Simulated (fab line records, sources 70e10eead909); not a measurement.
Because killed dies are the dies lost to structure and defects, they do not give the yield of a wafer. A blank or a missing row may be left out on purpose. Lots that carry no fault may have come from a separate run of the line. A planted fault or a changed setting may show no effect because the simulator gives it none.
Chamber matching || flow nand harc || cmp-02 running NHARC_P_M2_CMP_23: 4 sister chambers
The step polishes, t overpolish 20 s, target thk 144.3 nm. 4 wafers are shown with their chamber, then 7 later ones without.

== WAFERS WITH THEIR CHAMBER ==
{"wafer": "L087.2", "chamber": 2, "motor current A (A)": 11.1}
{"wafer": "L087.5", "chamber": 0, "motor current A (A)": 14.4}
{"wafer": "L090.1", "chamber": 1, "motor current A (A)": 12.4}
{"wafer": "L090.5", "chamber": 3, "motor current A (A)": 11.1}

== WAFERS WHOSE CHAMBER IS MISSING ==
{"wafer": "L090.6", "motor current A (A)": 13.6}
{"wafer": "L095.1", "motor current A (A)": 12.3}
{"wafer": "L095.2", "motor current A (A)": 11.2}
{"wafer": "L095.5", "motor current A (A)": 10.5}
{"wafer": "L097.1", "motor current A (A)": 11.0}
{"wafer": "L097.2", "motor current A (A)": 14.4}
{"wafer": "L097.4", "motor current A (A)": 11.2}

== WHICH CHAMBER EACH WENT THROUGH ==
{"wafer": "L090.6", "from the rows above": "can't be placed: 0 or 1", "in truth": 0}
{"wafer": "L095.1", "from the rows above": 1, "in truth": 1}
{"wafer": "L095.2", "from the rows above": "can't be placed: 2 or 3", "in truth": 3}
{"wafer": "L095.5", "from the rows above": "can't be placed: 2 or 3", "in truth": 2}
{"wafer": "L097.1", "from the rows above": "can't be placed: 2 or 3", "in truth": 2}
{"wafer": "L097.2", "from the rows above": 0, "in truth": 0}
{"wafer": "L097.4", "from the rows above": "can't be placed: 2 or 3", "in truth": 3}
Correctly placed: 2 of 7. From these rows, 5 cannot be placed; in 5 the true chamber is one of the candidates. Placed wrongly: 0.
How it was worked out, from the rows above alone: a wafer's distance from a chamber is the root of the sum, over the readings, of the square of ((its reading less the chamber's mean) divided by the reading's scatter). If the next closest chamber is less than 2 further off than the closest, the wafer can't be placed; otherwise it belongs to the closest. The mean given for a chamber averages the wafers shown for that chamber. The scatter: root of mean squared gap, hidden wafer to nearest shown wafer, with one shown wafer a chamber.
